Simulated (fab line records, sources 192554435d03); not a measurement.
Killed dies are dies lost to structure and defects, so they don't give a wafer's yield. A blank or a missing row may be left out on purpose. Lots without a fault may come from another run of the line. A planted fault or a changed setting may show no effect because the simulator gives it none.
One fault seen from 2 desks | flow n5_finfet | each desk has only its own numbers; what lay behind them comes last

THE METROLOGY DESK
What the gauges read, lot by lot, whatever tool the lot ran on: means of the sampled wafers that have a number. A lot is out of limits, marked OUT, if its mean lies more than 4 standard deviations from the usual mean; the brackets give that distance. Of its 13 readings 7 are shown: the one that was out of limits first, and those that lie furthest out on some lot.
Columns: A = trench_depth_nm at N5_STI_FIN_REVEAL_FIN_H_MEAS_10, usual 52.0 nm; B = IOFF_N at N5_BEOL_M4_RC_MEAS_101, usual 0.19 nA/um; C = IOFF_N_85C at N5_BEOL_M4_RC_MEAS_101, usual 3.6 nA/um; D = IOFF_P at N5_BEOL_M4_RC_MEAS_101, usual 0.24 nA/um; E = ION_N at N5_BEOL_M4_RC_MEAS_101, usual 679 uA/um; F = ION_P at N5_BEOL_M4_RC_MEAS_101, usual 465 uA/um; G = SS_N at N5_BEOL_M4_RC_MEAS_101, usual 72.0 mV/dec
lot  | first seen here | A    | B    | C   | D    | E   | F   | G
L627 | day 2 19:15     | 52.0 | 0.18 | 3.6 | 0.24 | 676 | 461 | 72.4
L633 | day 4 07:08     | 49.9 | 0.42 | 6.9 | 0.22 | 648 | 442 | 77.4 (+6.8) OUT
L634 | day 4 15:25     | 52.0 | 0.14 | 2.8 | 0.20 | 660 | 457 | 71.4
L637 | day 5 07:44     | 49.9 | 0.37 | 6.2 | 0.37 | 672 | 457 | 74.8
L642 | day 6 15:07     | 53.1 | 0.16 | 3.2 | 0.21 | 679 | 465 | 72.0
L645 | day 7 08:05     | 51.3 | 0.18 | 3.5 | 0.23 | 678 | 464 | 71.9
L646 | day 7 15:47     | 51.6 | 0.20 | 3.8 | 0.24 | 678 | 464 | 72.5
L647 | day 7 21:13     | 52.0 | 0.21 | 3.9 | 0.26 | 683 | 465 | 72.0
L648 | day 8 02:01     | 52.1 | 0.17 | 3.2 | 0.22 | 676 | 463 | 72.0
This desk's finding: out of limits on L633; first on L633, day 10 05:40 (SS_N at N5_BEOL_M4_RC_MEAS_101). In limits: L627, L634, L637, L642, L645, L646, L647, L648.

THE TOOL OWNER'S DESK: rie_diel-01
The tool's own readings at N5_STI_FIN_REVEAL_ETCHBACK_08 (etches SiO2 in C4F6/O2, target depth 30.5 nm, time 10.167 s): means of the sampled wafers that have a number, for each lot that ran on this tool. A lot is out of limits, marked OUT, if its mean lies more than 4 standard deviations from the usual mean; the brackets give that distance.
Columns: A = drypump_motor_current_A at N5_STI_FIN_REVEAL_ETCHBACK_08, usual 5.5 A; B = oes_product_au at N5_STI_FIN_REVEAL_ETCHBACK_08, usual 0.77 a.u.; C = rf_fwd_power_W at N5_STI_FIN_REVEAL_ETCHBACK_08, usual 341.2 W; D = rf_vpp_V at N5_STI_FIN_REVEAL_ETCHBACK_08, usual 665 V; E = showerhead_plenum_p_Torr at N5_STI_FIN_REVEAL_ETCHBACK_08, usual 2.85 Torr; F = throttle_valve_pct at N5_STI_FIN_REVEAL_ETCHBACK_08, usual 21.26 %
lot  | first seen here | A   | B    | C     | D   | E    | F
L627 | day 2 15:20     | 5.4 | 0.80 | 340.5 | 662 | 2.91 | 21.08
L633 | day 4 04:10     | 5.5 | 0.75 | 339.0 | 652 | 2.85 | 21.35
L637 | day 5 04:46     | 5.5 | 0.74 | 339.4 | 652 | 2.85 | 21.36
L646 | day 7 12:47     | 5.5 | 0.72 | 340.7 | 652 | 2.84 | 21.40
L647 | day 7 18:16     | 5.3 | 0.79 | 340.7 | 644 | 2.93 | 21.46
This desk's finding: nothing out of limits on any of the 5 lots.

PUT TOGETHER
The metrology desk could have raised an alarm at day 10 05:40, on L633.
The tool owner's desk saw nothing out of limits.
The tool owner's desk has L633 on record, within its limits.
Of the lots named, all ran N5_STI_FIN_REVEAL_ETCHBACK_08 on rie_diel-01.

WHAT THE SIMULATOR HAD PUT IN
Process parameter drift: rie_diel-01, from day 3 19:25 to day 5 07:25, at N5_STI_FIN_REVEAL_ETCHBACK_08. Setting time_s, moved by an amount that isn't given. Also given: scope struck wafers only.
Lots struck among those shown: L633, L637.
Hours from the fault's start to each desk's first reading out of limits: the metrology desk, 154.
